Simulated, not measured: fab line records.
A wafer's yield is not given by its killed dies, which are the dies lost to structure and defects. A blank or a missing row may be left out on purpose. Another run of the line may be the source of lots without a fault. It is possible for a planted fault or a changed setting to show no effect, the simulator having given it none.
fab line records    flow n5-finfet
record: lots: 5  wafers: 15  last-day: 17
route steps=1938 shown STI_FIN_REVEAL@194
lots that met no fault: from a run of the same line without faults
start-h: hours from the record's first day to the start of the lot's first wafer shown    wait-h: time in hours since the lot's previous step    " repeats the value in the row above    L1.1+2: several wafers, shown together as one row    - no value, or no start given    * or withheld: withheld    < > ~ a bound
route shown NAME@n: names a module that has steps shown in the file, with the first one's number in the route    usual: the fault-free wafers' mean and standard deviation    same: alike in all rows    chamber/n: place in a boat    sites: readings site by site    _std_site: the values' standard deviation    _edge_site: outer sites' mean less inner sites'    radius-mm: how far each site lies from the wafer's centre    mask NAME#n: copy n    behind: the tool/chamber that last shaped the wafer    hold: why the lot was held/for how many hours/how that ended    device: whichever transistor did not switch (one of n, p or np)    end of line: tests run on the same wafers once the route is complete    where a step has no rows: the recipe by itself    killed: count of dies lost to structure and defects at first sort (not the wafer's yield)    map: shows each die of a wafer: x if killed, . if not, _ if none is there
set.NAME: the setting the step ran with; set.NAME@STEP: the setting that earlier step ran with    model.NAME: the simulator's own value behind a step, which no gauge read
lots seen at some steps along the route; tables by step, rows by wafer
services: when a tool's chamber went out of use (start-h, in hours from the record's first day, below 0 if earlier), for how many hours, and the reason
== steps ==
step: N5_STI_FIN_REVEAL_PRECLEAN_29
recipe: chemistry: DHF  time-s: 30  temp-c: 25  dilution: 300:1
usual: bath-heat-duty-pct: 6.3/0.68
lot.wafer  tool          chamber  start-h  wait-h  bath-heat-duty-pct
L076.1     wet-bench-04  3        47.16    0.0     7.2
L076.3     "             0        "        "       6.7
L076.4     "             2        "        "       5.4
L084.1     wet-bench-05  2        94.83    0.0     5.7
L084.4     "             3        "        "       6.7
L084.5     "             5        "        "       6.7
L091.1     wet-bench-04  0        138.54   0.0     6.0
L091.2     "             3        "        "       6.5
L091.3     "             1        "        "       6.7
L093.1     wet-bench-06  2        149.51   0.0     5.6
L093.2     "             5        "        "       6.8
L093.4     "             4        "        "       7.4
L097.3     wet-bench-04  3        172.40   0.0     6.9
L097.4     "             4        "        "       6.9
L097.5     "             0        "        "       5.5
step: N5_STI_FIN_REVEAL_SRD_12
recipe: time-s: 30  temp-c: 23  rinse-liquid: diw  dry: ipa-marangoni
usual: bath-heat-duty-pct: 3.6/0.52
lot.wafer  tool          chamber  start-h  wait-h  bath-heat-duty-pct
L076.1     wet-bench-04  3        47.17    0.0     3.2
L076.3     "             0        "        "       3.6
L076.4     "             2        "        "       3.3
L084.1     wet-bench-05  2        94.84    0.0     3.9
L084.4     "             3        "        "       3.2
L084.5     "             5        "        "       3.7
L091.1     wet-bench-04  0        138.55   0.0     3.6
L091.2     "             3        "        "       4.1
L091.3     "             1        "        "       4.1
L093.1     wet-bench-06  2        149.52   0.0     2.9
L093.2     "             5        "        "       3.2
L093.4     "             4        "        "       3.3
L097.3     wet-bench-04  3        172.41   0.0     4.2
L097.4     "             4        "        "       3.9
L097.5     "             0        "        "       4.2
step: N5_STI_FIN_REVEAL_RECESS_09
recipe: chemistry: HF/NH3  target: SiO2  afs-cycles: 11  target-depth-a: 425  temp-c: 30  sublimation-temp-c: 180  sublimation-time-s: 60
usual: drypump-motor-current-A: 5.5/0.35
lot.wafer  tool           chamber  start-h  wait-h  drypump-motor-current-A
L076.1     vapor-etch-01  0        47.22    0.0     5.8
L076.3     "              0        "        "       5.8
L076.4     "              1        "        "       5.0
L084.1     vapor-etch-01  0        94.89    0.0     5.8
L084.4     "              1        "        "       5.0
L084.5     "              0        "        "       5.8
L091.1     vapor-etch-01  0        138.59   0.0     5.8
L091.2     "              1        "        "       5.0
L091.3     "              1        "        "       5.0
L093.1     vapor-etch-02  0        149.56   0.0     5.8
L093.2     "              1        "        "       5.5
L093.4     "              1        "        "       5.5
L097.3     vapor-etch-02  1        172.98   0.6     5.5
L097.4     "              0        "        "       5.8
L097.5     "              1        "        "       5.5
step: N5_STI_FIN_REVEAL_STRIP_16
recipe: chemistry: H3PO4  material: SiNx  temp-c: 165  target-depth-a: 238  overetch-fraction: 0.4964  dry: ipa-marangoni
usual: bath-guard-temp-C: 164.9/0.4  bath-heat-duty-pct: 27.3/2.6
lot.wafer  tool          chamber  start-h  wait-h  bath-guard-temp-C  bath-heat-duty-pct
L076.1     wet-bench-05  4        48.83    1.1     164.5              25.9
L076.3     "             2        "        "       164.7              28.1
L076.4     "             7        "        "       165.2              24.0
L084.1     wet-bench-06  2        96.50    1.1     164.4              21.8
L084.4     "             4        "        "       164.6              29.9
L084.5     "             6        "        "       164.3              26.0
L091.1     wet-bench-06  6        140.21   1.1     164.2              25.7
L091.2     "             0        "        "       164.5              28.2
L091.3     "             2        "        "       164.7              22.5
L093.1     wet-bench-05  5        151.18   1.1     165.1              27.0
L093.2     "             3        "        "       165.2              28.9
L093.4     "             7        "        "       165.0              23.5
L097.3     wet-bench-06  7        174.07   0.6     164.9              22.6
L097.4     "             4        "        "       164.6              29.9
L097.5     "             2        "        "       164.8              22.1
step: N5_STI_FIN_REVEAL_PRECLEAN_17
recipe: chemistry: NF3:NH3  afs-cycles: 1  temp-c: 30  time-s: 20  sublimation-temp-c: 180  sublimation-time-s: 60  pressure-torr: 3  rf-power-w: 30
lot.wafer   tool              chamber  start-h  wait-h
L076.1+3+4  remote-plasma-02  0        49.10    0.0
L084.1+4+5  remote-plasma-01  0        96.77    0.0
L091.1+2+3  remote-plasma-02  0        140.48   0.0
L093.1+2+4  remote-plasma-01  1        151.45   0.0
L097.3+4+5  remote-plasma-01  0        174.40   0.1
step: N5_STI_FIN_REVEAL_ETCH_34
recipe: chemistry: H2  mode: isotropic  material: Si  target: Si  target-depth-a: 9.7  temp-c: 20  pressure-mtorr: 4.5  icp-w: 300  bias-w: 0  h2-flow-sccm: 7.5  he-flow-sccm: 142.5
usual: drypump-motor-current-A: 5.9/0.31  oes-product-au: 1.001/0.016  throttle-valve-pct: 25.9/0.75
lot.wafer  tool       chamber  start-h  wait-h  drypump-motor-current-A  oes-product-au  rf-hours-counter-h  throttle-valve-pct
L076.1     rie-si-04  0        49.31    0.2     6.3                      1.002           108                 26.5
L076.3     "          1        "        "       5.9                      0.998           178                 25.4
L076.4     "          3        "        "       5.8                      1.009           14                  26.0
L084.1     rie-si-03  1        96.98    0.2     5.8                      1.023           94                  24.9
L084.4     "          0        "        "       6.2                      1.016           88                  27.2
L084.5     "          0        "        "       6.2                      1.013           -                   27.1
L091.1     rie-si-03  1        140.68   0.2     5.8                      1.025           95                  24.9
L091.2     "          3        "        "       5.8                      0.974           117                 26.2
L091.3     "          0        "        "       6.2                      1.006           88                  27.1
L093.1     rie-si-03  2        151.65   0.2     5.9                      0.983           154                 25.5
L093.2     "          3        "        "       5.8                      0.959           118                 26.2
L093.4     "          0        "        "       6.2                      1.004           89                  27.1
L097.3     rie-si-01  2        174.54   0.1     6.6                      1.018           128                 25.2
L097.4     "          0        "        "       5.9                      1.005           79                  26.7
L097.5     "          0        "        "       5.9                      0.999           -                   26.7
step: N5_STI_FIN_REVEAL_OXIDATION_31
recipe: chemistry: O2_PLASMA_REMOTE  temp-c: 150  time-s: 20  pressure-mtorr: 1000  source-power-w: 2000  o2-flow-sccm: 3000
usual: drypump-motor-current-A: 5.4/0.4  heater-power-w: 135/4.8
lot.wafer  tool             chamber  start-h  wait-h  drypump-motor-current-A  heater-power-w  rf-hours-counter-h
L076.1     plasma-asher-01  0        49.56    0.2     5.8                      132             35
L076.3     "                0        "        "       5.8                      135             -
L076.4     "                1        "        "       4.9                      131             -
L084.1     plasma-asher-02  1        97.08    0.1     5.7                      131             93
L084.4     "                1        "        "       5.8                      134             -
L084.5     "                1        "        "       5.8                      134             -
L091.1     plasma-asher-01  0        140.74   0.0     5.8                      136             51
L091.2     "                1        "        "       4.9                      132             51
L091.3     "                0        "        "       5.8                      133             -
L093.1     plasma-asher-01  1        151.71   0.0     4.9                      133             53
L093.2     "                0        "        "       5.8                      135             53
L093.4     "                1        "        "       4.9                      129             -
L097.3     plasma-asher-02  0        174.62   0.1     5.1                      142             -
L097.4     "                1        "        "       5.8                      136             -
L097.5     "                0        "        "       5.1                      144             -
step: N5_STI_FIN_REVEAL_PRECLEAN_32
recipe: chemistry: NF3:NH3  afs-cycles: 1  temp-c: 30  time-s: 20  sublimation-temp-c: 180  sublimation-time-s: 60  pressure-torr: 3  rf-power-w: 30
lot.wafer   tool              chamber  start-h  wait-h
L076.1+3+4  remote-plasma-01  0        49.64    0.1
L084.1+4+5  remote-plasma-02  0        97.16    0.1
L091.1+2+3  remote-plasma-01  0        140.83   0.1
L093.1+2+4  remote-plasma-01  0        151.80   0.1
L097.3+4+5  remote-plasma-01  1        174.75   0.1
step: N5_STI_FIN_REVEAL_STRIP_35
recipe: chemistry: H3PO4  material: Si3N4  temp-c: 165  target-depth-a: 40  time-s: 39
usual: bath-guard-temp-C: 164.9/0.41  bath-heat-duty-pct: 27.5/2.5
lot.wafer  tool          chamber  start-h  wait-h  bath-guard-temp-C  bath-heat-duty-pct
L076.1     wet-bench-06  5        49.85    0.2     164.8              28.0
L076.3     "             2        "        "       164.4              22.0
L076.4     "             7        "        "       164.6              24.7
L084.1     wet-bench-04  6        97.37    0.2     165.9              28.3
L084.4     "             3        "        "       165.2              28.7
L084.5     "             1        "        "       164.9              31.4
L091.1     wet-bench-05  6        141.04   0.2     165.5              25.4
L091.2     "             0        "        "       164.9              25.0
L091.3     "             7        "        "       164.9              23.7
L093.1     wet-bench-04  4        152.01   0.2     164.9              27.1
L093.2     "             3        "        "       165.2              30.7
L093.4     "             5        "        "       165.3              27.6
L097.3     wet-bench-05  5        174.90   0.1     165.5              27.3
L097.4     "             6        "        "       164.8              25.9
L097.5     "             3        "        "       165.4              26.8
step: N5_STI_FIN_REVEAL_SRD_21
recipe: dry: ipa-marangoni  time-s: 30  temp-c: 23  rinse-liquid: diw
usual: bath-heat-duty-pct: 3.7/0.44
lot.wafer  tool          chamber  start-h  wait-h  bath-heat-duty-pct
L076.1     wet-bench-06  5        49.86    0.0     3.5
L076.3     "             2        "        "       3.5
L076.4     "             7        "        "       3.4
L084.1     wet-bench-04  6        97.38    0.0     2.8
L084.4     "             3        "        "       4.0
L084.5     "             1        "        "       3.8
L091.1     wet-bench-05  6        141.05   0.0     3.5
L091.2     "             0        "        "       3.1
L091.3     "             7        "        "       3.8
L093.1     wet-bench-04  4        152.02   0.0     3.1
L093.2     "             3        "        "       3.9
L093.4     "             5        "        "       4.0
L097.3     wet-bench-05  5        174.91   0.0     3.7
L097.4     "             6        "        "       3.6
L097.5     "             3        "        "       3.9
step: N5_STI_FIN_REVEAL_OXIDATION_33
recipe: chemistry: O2_PLASMA_REMOTE  temp-c: 150  time-s: 20  pressure-mtorr: 1000  source-power-w: 2000  o2-flow-sccm: 3000
usual: drypump-motor-current-A: 5.4/0.41  heater-power-w: 135/4.6
lot.wafer  tool             chamber  start-h  wait-h  drypump-motor-current-A  heater-power-w  rf-hours-counter-h
L076.1     plasma-asher-01  1        49.92    0.0     4.9                      132             35
L076.3     "                1        "        "       4.9                      130             -
L076.4     "                0        "        "       5.8                      129             -
L084.1     plasma-asher-02  0        97.43    0.0     5.2                      143             93
L084.4     "                0        "        "       5.1                      144             -
L084.5     "                1        "        "       5.8                      137             -
L091.1     plasma-asher-01  0        141.09   0.0     5.8                      135             51
L091.2     "                1        "        "       4.9                      133             51
L091.3     "                0        "        "       5.8                      133             -
L093.1     plasma-asher-01  1        152.06   0.0     4.9                      134             53
L093.2     "                0        "        "       5.8                      137             53
L093.4     "                1        "        "       4.9                      127             -
L097.3     plasma-asher-02  0        174.97   0.0     5.1                      143             -
L097.4     "                1        "        "       5.8                      136             -
L097.5     "                1        "        "       5.8                      140             -
step: N5_STI_FIN_REVEAL_CLEAN_19
recipe: chemistry: O3/DIW  temp-c: 25  time-s: 120  o3-ppm: 10
usual: bath-heat-duty-pct: 6.3/0.71
lot.wafer  tool          chamber  start-h  wait-h  bath-heat-duty-pct
L076.1     wet-bench-05  6        50.12    0.2     5.8
L076.3     "             2        "        "       7.7
L076.4     "             4        "        "       6.2
L084.1     wet-bench-06  4        97.52    0.1     7.5
L084.4     "             3        "        "       6.3
L084.5     "             6        "        "       5.8
L091.1     wet-bench-05  0        141.21   0.1     6.6
L091.2     "             6        "        "       5.5
L091.3     "             5        "        "       6.5
L093.1     wet-bench-04  1        152.15   0.1     6.6
L093.2     "             2        "        "       5.6
L093.4     "             0        "        "       5.9
L097.3     wet-bench-05  2        175.04   0.0     7.4
L097.4     "             4        "        "       6.0
L097.5     "             1        "        "       6.1
step: N5_STI_FIN_REVEAL_SRD_23
recipe: dry: ipa-marangoni  time-s: 30  temp-c: 23  rinse-liquid: diw
usual: bath-heat-duty-pct: 3.7/0.53
lot.wafer  tool          chamber  start-h  wait-h  bath-heat-duty-pct
L076.1     wet-bench-05  6        50.15    0.0     3.6
L076.3     "             2        "        "       3.7
L076.4     "             4        "        "       3.0
L084.1     wet-bench-06  4        97.56    0.0     3.6
L084.4     "             3        "        "       4.6
L084.5     "             6        "        "       3.8
L091.1     wet-bench-05  0        141.24   0.0     3.4
L091.2     "             6        "        "       3.9
L091.3     "             5        "        "       3.6
L093.1     wet-bench-04  1        152.19   0.0     4.3
L093.2     "             2        "        "       3.7
L093.4     "             0        "        "       3.3
L097.3     wet-bench-05  2        175.08   0.0     3.5
L097.4     "             4        "        "       3.4
L097.5     "             1        "        "       3.2
step: N5_STI_FIN_REVEAL_CD_MEAS_22
recipe: target-cd-nm: 6.238  pitch-nm: 28  polarity: line
usual: cd-nm: 6.3/0.31
lot.wafer  tool       chamber  start-h  wait-h  cd-nm
L076.1     cd-sem-01  -        50.19    0.0     6.1
L076.3     "          -        "        "       6.2
L076.4     "          -        "        "       6.7
L084.1     cd-sem-02  -        97.60    0.0     6.6
L084.4     "          -        "        "       6.0
L084.5     "          -        "        "       6.2
L091.1     cd-sem-02  -        141.28   0.0     6.2
L091.2     "          -        "        "       6.0
L091.3     "          -        "        "       5.8
L093.1     cd-sem-03  -        152.23   0.0     6.1
L093.2     "          -        "        "       6.6
L093.4     "          -        "        "       6.3
L097.3     cd-sem-01  -        175.12   0.0     6.7
L097.4     "          -        "        "       6.7
L097.5     "          -        "        "       5.8
step: N5_STI_FIN_REVEAL_FIN_H_MEAS_10
usual: trench-depth-nm: 51.5/0.89
lot.wafer  tool    chamber  start-h  wait-h  trench-depth-nm
L076.1     ocd-01  -        50.22    0.0     52.6
L076.3     "       -        "        "       51.4
L076.4     "       -        "        "       51.1
L084.1     ocd-01  -        97.63    0.0     50.7
L084.4     "       -        "        "       52.1
L084.5     "       -        "        "       52.2
L091.1     ocd-01  -        141.31   0.0     51.3
L091.2     "       -        "        "       52.7
L091.3     "       -        "        "       51.4
L093.1     ocd-02  -        152.26   0.0     51.0
L093.2     "       -        "        "       51.6
L093.4     "       -        "        "       51.5
L097.3     ocd-02  -        175.15   0.0     50.7
L097.4     "       -        "        "       50.4
L097.5     "       -        "        "       51.0
step: N5_STI_FIN_REVEAL_PRECLEAN_18
recipe: chemistry: SC2  time-s: 45  temp-c: 35  mix: 1:1:50
usual: bath-guard-temp-C: 34.9/0.45  bath-heat-duty-pct: 3.2/0.49
lot.wafer  tool          chamber  start-h  wait-h  bath-guard-temp-C  bath-heat-duty-pct
L076.1     wet-bench-05  4        50.25    0.0     34.6               3.8
L076.3     "             3        "        "       35.4               4.5
L076.4     "             2        "        "       34.5               3.0
L084.1     wet-bench-04  1        97.67    0.0     35.0               3.3
L084.4     "             0        "        "       34.7               3.1
L084.5     "             6        "        "       35.8               4.0
L091.1     wet-bench-06  2        141.35   0.0     34.8               2.4
L091.2     "             0        "        "       34.7               3.3
L091.3     "             1        "        "       34.5               3.1
L093.1     wet-bench-05  5        152.29   0.0     35.3               2.7
L093.2     "             6        "        "       35.1               3.4
L093.4     "             3        "        "       35.7               3.4
L097.3     wet-bench-06  4        175.18   0.0     34.7               4.0
L097.4     "             3        "        "       35.0               3.8
L097.5     "             6        "        "       34.5               2.3
== services ==
tool             chamber  start-h  hours  kind
plasma-asher-02  -        47.60    4.3    pm
rie-si-03        0        66.87    4.5    repair
rie-si-01        -        82.68    14.6   pm
vapor-etch-01    0        84.92    7.1    repair
plasma-asher-01  -        96.63    1.2    repair
vapor-etch-01    1        103.77   2.8    repair
rie-si-03        2        112.81   2.1    repair
wet-bench-04     -        138.86   4.6    repair
== key ==
fault none
